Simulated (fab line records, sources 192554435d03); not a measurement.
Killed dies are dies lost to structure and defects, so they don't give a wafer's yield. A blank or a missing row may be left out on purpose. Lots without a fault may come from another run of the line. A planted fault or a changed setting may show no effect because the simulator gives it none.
Chamber matching | flow n5_finfet | N5_BEOL_M4_ALD_84 on ald_metal-03: 4 sister chambers
The step deposits TaN, pulse time 2 s, purge time 3 s, co reactant purge time 2 s. 7 wafers are shown with their chamber, then 8 later ones without.

WAFERS WITH THEIR CHAMBER
wafer  | chamber | heater_power_w (W) | susceptor_temp_C (C)
L083.5 | 1       | 408                | 274.80
L086.4 | 2       | 388                | 275.10
L086.5 | 0       | 403                | 275.13
L087.1 | 3       | 441                | 274.94
L087.4 | 2       | 389                | 275.08
L087.5 | 0       | 404                | 275.14
L088.2 | 3       | 448                | 275.20

WAFERS WITHOUT THEIR CHAMBER
wafer  | heater_power_w (W) | susceptor_temp_C (C)
L088.5 | 460                | 275.37
L088.6 | 398                | 275.04
L092.4 | 401                | 275.16
L092.5 | 448                | 275.23
L092.6 | 398                | 275.03
L094.1 | 465                | 275.23
L094.4 | 395                | 275.18
L094.5 | 405                | 275.32

WHICH CHAMBER EACH WENT THROUGH
wafer  | from the rows above          | in truth
L088.5 | 3                            | 3
L088.6 | can't be placed: 0 or 2      | 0
L092.4 | 0                            | 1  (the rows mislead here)
L092.5 | 3                            | 3
L092.6 | can't be placed: 0 or 2 or 1 | 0
L094.1 | 3                            | 3
L094.4 | can't be placed: 2 or 0      | 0
L094.5 | 0                            | 0
Placed correctly: 4 of 8. Can't be placed from these rows: 3 (the true chamber is among the candidates in 3). Placed wrongly: 1.
How it was worked out, from the rows above alone: a wafer's distance from a chamber is the root of the sum, over the readings, of the square of ((its reading less the chamber's mean) divided by the reading's scatter). The wafer belongs to the nearest chamber; if the next one is less than 2 further off, it can't be placed. A chamber's mean is the mean of its shown wafers. The scatter: the root of (the sum of the squares of (reading less its chamber's mean) over the shown wafers, divided by (wafers less chambers)).
